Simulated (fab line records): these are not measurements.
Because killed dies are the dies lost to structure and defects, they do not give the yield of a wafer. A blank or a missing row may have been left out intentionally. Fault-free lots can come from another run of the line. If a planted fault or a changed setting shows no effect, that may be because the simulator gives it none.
fab line records | flow nand_harc
record: lots: 12 | wafers: 36 | last_day: 33
route steps=1302 shown A_SLIT@934 A_SIN_REMOVE@951 A_WL_FILL@954
lots that met no fault: taken from a fault-free run of the same line
start_h: hours from the record's first day to the start of the lot's first wafer shown | wait_h: how many hours have passed since the lot's step before this one | " identical to the entry in the row above | L1.1+2: a single row standing in for several wafers | - no value, or no start was given | * or withheld: withheld | < > ~ a bound
route shown NAME@n: NAME is a module with steps in the file, n the number in the route of the first one | usual: mean/standard deviation of fault-free wafers | same: alike in all rows | chamber/n: place in a boat | sites: each site's reading | _std_site: the values' standard deviation | _edge_site: outer sites' mean less inner sites' | radius_mm: how far each site lies from the wafer's centre | mask NAME#n: copy n | behind: the most recent tool/chamber to have shaped the wafer | hold: why the lot was held/for how many hours/how that ended | device: the n, p or np transistor that did not switch | end of line: at the end of the route, the tests of the same wafers | a step given without rows: its recipe and nothing more | killed: at the first sort, the dies lost to defects and structure; wafer yield is something else | map: dies across one wafer; x = killed, . = not, _ = none there
set.NAME: the setting that was run; set.NAME@STEP: the one run at that earlier step | model.NAME: the simulator's own value behind a step, which no gauge read
steps of the route over a sample of lots; a table a step, a row a wafer
services: from which hour (start_h, from the record's first day; less than 0 if before it) a tool's chamber was out of use, for how many hours, and why
== steps ==
step: NHARC_A_SLIT_OVL_MEAS_10
usual: overlay_x_nm: 0.0/0.85 | overlay_y_nm: -0.1/0.7
lot.wafer | tool       | chamber | start_h | wait_h | overlay_x_nm | overlay_y_nm
L455.1    | overlay-01 | -       | 468.34  | -      | -0.1         | -0.5
L455.4    | "          | -       | "       | "      | 0.1          | -0.2
L455.5    | "          | -       | "       | "      | 0.3          | -0.2
L456.1    | overlay-01 | -       | 478.52  | -      | -0.5         | 0.0
L456.3    | "          | -       | "       | "      | -1.1         | 0.4
L456.4    | "          | -       | "       | "      | -1.4         | 0.2
L458.1    | overlay-01 | -       | 488.44  | -      | -0.8         | -0.6
L458.4    | "          | -       | "       | "      | -1.0         | -0.4
L458.6    | "          | -       | "       | "      | -0.9         | -0.2
L457.2    | overlay-01 | -       | 490.25  | -      | -0.8         | -0.3
L457.4    | "          | -       | "       | "      | -1.0         | 0.1
L457.6    | "          | -       | "       | "      | -0.7         | -0.6
L459.1    | overlay-02 | -       | 492.30  | -      | 1.7          | 0.8
L459.2    | "          | -       | "       | "      | 0.8          | 0.6
L459.6    | "          | -       | "       | "      | 1.4          | 1.1
L461.1    | overlay-01 | -       | 514.74  | -      | -0.2         | -0.1
L461.3    | "          | -       | "       | "      | -0.3         | 0.1
L461.5    | "          | -       | "       | "      | 0.1          | 0.7
L462.1    | overlay-01 | -       | 535.91  | -      | -1.0         | -0.9
L462.3    | "          | -       | "       | "      | -1.0         | -1.5
L462.4    | "          | -       | "       | "      | -0.9         | -0.5
L464.1    | overlay-01 | -       | 555.78  | -      | -0.3         | 0.7
L464.3    | "          | -       | "       | "      | -0.2         | 0.3
L464.4    | "          | -       | "       | "      | -0.8         | 0.6
L472.1    | overlay-02 | -       | 620.70  | -      | -0.2         | -0.1
L472.2    | "          | -       | "       | "      | -0.2         | -0.2
L472.6    | "          | -       | "       | "      | 0.0          | 0.0
L475.1    | overlay-01 | -       | 653.82  | -      | 0.5          | -0.7
L475.3    | "          | -       | "       | "      | 1.3          | -0.9
L475.5    | "          | -       | "       | "      | 0.4          | -0.6
L476.1    | overlay-02 | -       | 654.12  | -      | -0.1         | 0.6
L476.2    | "          | -       | "       | "      | -0.5         | 0.4
L476.4    | "          | -       | "       | "      | -0.8         | 0.6
L477.1    | overlay-02 | -       | 680.04  | -      | 1.6          | -1.6
L477.4    | "          | -       | "       | "      | 2.1          | -1.2
L477.6    | "          | -       | "       | "      | 1.7          | -1.4
step: NHARC_A_SLIT_ETCH_24
recipe: target_depth_a: 1210 | time_s: 60.5 | cf4_flow_sccm: 100 | chf3_flow_sccm: 30 | ar_flow_sccm: 0 | rf_w: 500 | bias_w: 200 | chemistry: CF4/CHF3
usual: drypump_motor_current_A: 5.9/0.5 | mfc_ar_sccm: 0.009/0.014 | oes_product_au: 0.965/0.025 | rf_fwd_power_W: 494.8/2.1 | rf_vpp_V: 371.2/2.2 | showerhead_plenum_p_Torr: 1.59/0.064 | throttle_valve_pct: 16.802/0.0087
lot.wafer | tool        | chamber | start_h | wait_h | drypump_motor_current_A | mfc_ar_sccm | oes_product_au | rf_fwd_power_W | rf_hours_counter_h | rf_vpp_V | showerhead_plenum_p_Torr | throttle_valve_pct
L455.1    | rie_diel-02 | 3       | 468.52  | 0.1    | 5.6                     | 0           | 0.985          | 492.2          | 2.0                | 369.2    | 1.53                     | 16.810
L455.4    | "           | 1       | "       | "      | 4.9                     | 0.044       | 0.945          | 496.9          | 2.6                | 369.4    | 1.50                     | 16.810
L455.5    | "           | 3       | "       | "      | 5.6                     | 0           | 0.987          | 490.9          | -                  | 369.5    | 1.53                     | 16.810
L456.3    | rie_diel-05 | 0       | 478.72  | 0.1    | 5.2                     | 0           | 0.967          | 492.8          | 4.0                | 373.3    | 1.64                     | 16.798
L456.1    | "           | 1       | "       | "      | 5.7                     | 0           | 0.985          | 495.3          | 3.5                | 373.4    | 1.64                     | 16.803
L456.4    | "           | 0       | "       | "      | 5.2                     | 0           | 0.977          | 494.7          | -                  | 372.5    | 1.64                     | 16.803
L458.4    | rie_diel-05 | 1       | 488.63  | 0.1    | 5.7                     | 0           | 0.980          | 494.7          | 4.5                | 372.6    | 1.64                     | 16.809
L458.1    | "           | 2       | "       | "      | 6.0                     | 0           | 0.970          | 496.5          | 3.3                | 374.0    | 1.69                     | 16.810
L458.6    | "           | 2       | "       | "      | 6.0                     | 0           | 0.967          | 496.2          | -                  | 374.3    | 1.69                     | 16.800
L457.2    | rie_diel-13 | 1       | 490.43  | 0.1    | 5.9                     | 0.008       | 1.001          | 498.3          | 8.2                | 372.0    | 1.57                     | 16.803
L457.4    | "           | 2       | "       | "      | 6.1                     | 0.024       | 1.004          | 495.4          | 5.9                | 372.3    | 1.60                     | 16.812
L457.6    | "           | 1       | "       | "      | 5.9                     | 0.008       | 0.991          | 495.2          | -                  | 373.0    | 1.57                     | 16.807
L459.2    | rie_diel-13 | 3       | 492.49  | 0.1    | 6.4                     | 0           | 0.966          | 492.7          | 9.8                | 368.8    | 1.53                     | 16.796
L459.1    | "           | 0       | "       | "      | 5.8                     | 0           | 1.002          | 496.1          | 8.5                | 374.5    | 1.68                     | 16.801
L459.6    | "           | 3       | "       | "      | 6.3                     | 0           | 0.958          | 493.2          | -                  | 370.5    | 1.53                     | 16.815
L461.1    | rie_diel-02 | 1       | 514.94  | 0.1    | 5.0                     | 0.044       | 0.949          | 495.1          | 4.7                | 367.5    | 1.50                     | 16.801
L461.3    | "           | 2       | "       | "      | 5.8                     | 0           | 0.985          | 495.0          | 4.2                | 373.2    | 1.67                     | 16.813
L461.5    | "           | 0       | "       | "      | 6.7                     | 0.025       | 0.939          | 491.7          | -                  | 368.7    | 1.52                     | 16.795
L462.3    | rie_diel-05 | 1       | 536.10  | 0.1    | 5.7                     | 0           | 0.981          | 494.9          | 6.1                | 371.6    | 1.64                     | 16.814
L462.4    | "           | 3       | "       | "      | 6.7                     | 0.002       | 0.984          | 496.7          | 6.4                | 371.5    | 1.61                     | 16.801
L462.1    | "           | 0       | "       | "      | 5.2                     | 0           | 0.998          | 491.8          | 6.2                | 373.4    | 1.64                     | 16.795
L464.4    | rie_diel-02 | 3       | 555.96  | 0.1    | 5.6                     | 0           | 0.921          | 490.1          | 6.0                | 369.7    | 1.53                     | 16.812
L464.1    | "           | 0       | "       | "      | 6.6                     | 0.025       | 0.900          | 497.7          | 6.3                | 370.1    | 1.52                     | 16.811
L464.3    | "           | 1       | "       | "      | 5.0                     | 0.044       | 0.917          | 497.8          | 6.3                | 369.3    | 1.50                     | 16.803
L472.1    | rie_diel-05 | 1       | 620.89  | 0.1    | 5.7                     | 0           | 0.949          | 493.8          | 1.6                | 371.3    | 1.64                     | 16.789
L472.2    | "           | 3       | "       | "      | 6.7                     | 0.002       | 0.945          | 496.2          | 1.3                | 371.5    | 1.61                     | 16.794
L472.6    | "           | 0       | "       | "      | 5.3                     | 0           | 0.943          | 494.4          | -                  | 374.0    | 1.64                     | 16.801
L475.3    | rie_diel-02 | 1       | 654.02  | 0.1    | 5.0                     | 0.044       | 0.909          | 496.5          | 4.9                | 367.6    | 1.50                     | 16.807
L475.1    | "           | 2       | "       | "      | 5.8                     | 0           | 0.930          | 495.3          | 4.2                | 373.1    | 1.67                     | 16.798
L475.5    | "           | 2       | "       | "      | 5.7                     | 0           | 0.923          | 495.5          | -                  | 373.9    | 1.67                     | 16.800
L476.1    | rie_diel-13 | 2       | 654.31  | 0.1    | 6.1                     | 0.024       | 0.956          | 494.3          | 6.1                | 370.6    | 1.60                     | 16.804
L476.4    | "           | 3       | "       | "      | 6.3                     | 0           | 0.952          | 493.5          | 6.2                | 370.7    | 1.53                     | 16.799
L476.2    | "           | 0       | "       | "      | 5.7                     | 0           | 0.977          | 495.7          | 6.4                | 374.5    | 1.67                     | 16.804
L477.1    | rie_diel-13 | 2       | 680.22  | 0.1    | 6.1                     | 0.024       | 0.993          | 497.7          | 7.4                | 372.2    | 1.60                     | 16.787
L477.4    | "           | 1       | "       | "      | 5.9                     | 0.008       | 0.945          | 497.8          | 7.9                | 370.5    | 1.57                     | 16.785
L477.6    | "           | 3       | "       | "      | 6.3                     | 0           | 0.941          | 494.9          | -                  | 370.4    | 1.53                     | 16.804
step: NHARC_A_SIN_REMOVE_INSPECT_04
usual: raw_defect_count: 376/61
lot.wafer | tool              | chamber | start_h | wait_h | raw_defect_count
L455.1    | defect_inspect-01 | -       | 485.02  | 0.0    | 346
L455.4    | "                 | -       | "       | "      | 283
L455.5    | "                 | -       | "       | "      | 445
L456.1    | defect_inspect-02 | -       | 491.85  | 0.0    | 360
L456.3    | "                 | -       | "       | "      | 347
L456.4    | "                 | -       | "       | "      | 257
L458.1    | defect_inspect-02 | -       | 501.49  | 0.0    | 400
L458.4    | "                 | -       | "       | "      | 331
L458.6    | "                 | -       | "       | "      | 381
L457.2    | defect_inspect-01 | -       | 503.26  | 0.0    | 366
L457.4    | "                 | -       | "       | "      | 358
L457.6    | "                 | -       | "       | "      | 436
L459.1    | defect_inspect-01 | -       | 506.72  | 0.0    | 508
L459.2    | "                 | -       | "       | "      | 408
L459.6    | "                 | -       | "       | "      | 401
L461.1    | defect_inspect-01 | -       | 527.82  | 0.0    | 324
L461.3    | "                 | -       | "       | "      | 299
L461.5    | "                 | -       | "       | "      | 284
L462.1    | defect_inspect-01 | -       | 548.91  | 0.0    | 349
L462.3    | "                 | -       | "       | "      | 429
L462.4    | "                 | -       | "       | "      | 359
L464.1    | defect_inspect-01 | -       | 568.79  | 0.0    | 368
L464.3    | "                 | -       | "       | "      | 494
L464.4    | "                 | -       | "       | "      | 346
L472.1    | defect_inspect-01 | -       | 633.82  | 0.0    | 377
L472.2    | "                 | -       | "       | "      | 327
L472.6    | "                 | -       | "       | "      | 411
L476.1    | defect_inspect-01 | -       | 667.25  | 0.0    | 279
L476.2    | "                 | -       | "       | "      | 433
L476.4    | "                 | -       | "       | "      | 355
L475.1    | defect_inspect-02 | -       | 667.26  | 0.0    | 408
L475.3    | "                 | -       | "       | "      | 366
L475.5    | "                 | -       | "       | "      | 382
L477.1    | defect_inspect-02 | -       | 693.17  | 0.0    | 399
L477.4    | "                 | -       | "       | "      | 413
L477.6    | "                 | -       | "       | "      | 355
step: NHARC_A_WL_FILL_ALD_02
recipe: target_thk_a: 20 | pulse_time_s: 3 | ald_cycles: 100 | temp_c: 450 | material: TiN
usual: ald_cycles: 100/0 | heater_power_w: 1091/130 | precursor_pulse_height_rel: 1.000/0.019
lot.wafer | tool         | chamber | start_h | wait_h | ald_cycles | heater_power_w | precursor_pulse_height_rel
L455.4    | ald_metal-04 | 2       | 487.88  | 0.1    | 100        | 1006           | 0.995
L455.1    | "            | 3       | "       | "      | 100        | 1347           | 1.026
L455.5    | "            | 3       | "       | "      | 100        | 1323           | 1.025
L456.4    | ald_metal-04 | 3       | 492.39  | 0.1    | 100        | 1314           | 1.018
L456.1    | "            | 0       | "       | "      | 100        | 1139           | 0.981
L456.3    | "            | 2       | "       | "      | 100        | 1022           | 1.004
L458.4    | ald_metal-04 | 2       | 502.06  | 0.1    | 100        | 1006           | 0.986
L458.1    | "            | 0       | "       | "      | 100        | 1153           | 1.029
L458.6    | "            | 2       | "       | "      | 100        | 989            | 1.003
L457.2    | ald_metal-03 | 3       | 503.86  | 0.2    | 100        | 964            | 1.018
L457.4    | "            | 1       | "       | "      | 100        | 1052           | 0.964
L457.6    | "            | 2       | "       | "      | 100        | 1119           | 0.987
L459.1    | ald_metal-02 | 2       | 507.26  | 0.2    | 100        | 1318           | 0.996
L459.2    | "            | 0       | "       | "      | 100        | 972            | 0.980
L459.6    | "            | 2       | "       | "      | 100        | 1305           | 0.984
L461.1    | ald_metal-03 | 0       | 528.37  | 0.2    | 100        | 1098           | 1.000
L461.3    | "            | 2       | "       | "      | 100        | 1087           | 1.009
L461.5    | "            | 0       | "       | "      | 100        | 1113           | 1.007
L462.4    | ald_metal-03 | 2       | 549.46  | 0.1    | 100        | 1068           | 0.979
L462.1    | "            | 3       | "       | "      | 100        | 935            | 1.017
L462.3    | "            | 1       | "       | "      | 100        | 1046           | 0.999
L464.4    | ald_metal-04 | 1       | 569.37  | 0.1    | 100        | 931            | 1.015
L464.3    | "            | 2       | "       | "      | 100        | 1003           | 1.010
L464.1    | "            | 3       | "       | "      | 100        | 1348           | 0.963
L472.1    | ald_metal-03 | 0       | 634.37  | 0.2    | 100        | 1097           | 0.996
L472.2    | "            | 2       | "       | "      | 69         | 1085           | 0.997
L472.6    | "            | 0       | "       | "      | 100        | 1092           | 1.015
L475.1    | ald_metal-04 | 0       | 667.87  | 0.3    | 100        | 1155           | 0.994
L475.3    | "            | 1       | "       | "      | 100        | 889            | 1.018
L475.5    | "            | 3       | "       | "      | 100        | 1272           | 0.992
L476.2    | ald_metal-02 | 3       | 668.00  | 0.2    | 100        | 931            | 0.991
L476.1    | "            | 0       | "       | "      | 100        | 1000           | 0.994
L476.4    | "            | 1       | "       | "      | 100        | 1108           | 0.982
L477.4    | ald_metal-02 | 3       | 693.78  | 0.2    | 100        | 945            | 0.966
L477.1    | "            | 0       | "       | "      | 100        | 1004           | 1.017
L477.6    | "            | 2       | "       | "      | 100        | 1342           | 1.024
== services ==
tool         | chamber | start_h | hours | kind
rie_diel-02  | 1       | 446.25  | 15.4  | repair
ald_metal-02 | 2       | 469.27  | 3.3   | repair
rie_diel-05  | 2       | 471.26  | 8.1   | repair
ald_metal-04 | -       | 474.07  | 10.0  | pm
rie_diel-05  | 0       | 475.78  | 2.6   | repair
rie_diel-05  | 3       | 491.19  | 23.6  | repair
rie_diel-13  | -       | 519.49  | 9.0   | pm
rie_diel-05  | -       | 537.40  | 0.3   | repair
ald_metal-04 | 2       | 551.99  | 1.5   | repair
rie_diel-02  | 0       | 562.49  | 9.7   | repair
ald_metal-02 | 3       | 567.19  | 6.2   | repair
ald_metal-03 | -       | 568.00  | 10.0  | pm
rie_diel-02  | -       | 570.72  | 9.0   | pm
rie_diel-13  | 0       | 578.82  | 9.6   | repair
rie_diel-05  | -       | 584.05  | 9.0   | pm
rie_diel-13  | -       | 595.44  | 0.9   | repair
rie_diel-02  | 2       | 603.56  | 2.1   | repair
rie_diel-02  | 3       | 649.09  | 6.9   | repair
rie_diel-05  | 1       | 649.82  | 10.9  | repair
ald_metal-04 | -       | 652.07  | 10.0  | pm
rie_diel-13  | 0       | 656.14  | 4.3   | repair
ald_metal-03 | -       | 662.23  | 0.6   | repair
rie_diel-05  | 1       | 666.86  | 3.9   | repair
rie_diel-05  | 0       | 680.12  | 10.7  | repair
== key ==
first_sign: step: NHARC_A_WL_FILL_ALD_02 | reading: ald_cycles | direction: down | sigmas: 99+ | usual: 100 | struck: 69
effect none on later readings
met_at NHARC_A_WL_FILL_ALD_02
struck_lots L472
struck_wafers L472.2
tester_left_out L472
not_acting_at NHARC_A_SLIT_OVL_MEAS_10,NHARC_A_SLIT_ETCH_24,NHARC_A_SIN_REMOVE_INSPECT_04
onset_between 549.46 634.37
fault: kind: process_parameter_drift | tool: ald_metal-03 | chamber: 2 | onset_h: 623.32 | steps: NHARC_A_WL_FILL_ALD_02 | channel: ald_cycles | offset: -31 | shape: step | end_h: 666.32 | acts_in: these_recipes_only | stated: 100
tester_left_out: of these lots the tester's yield and bins aren't shown, on N5 and GAA mostly nor the transistor test; their killed dies are dies lost to structure and defects alone, not to doping, threshold or leakage, so they don't give the yield
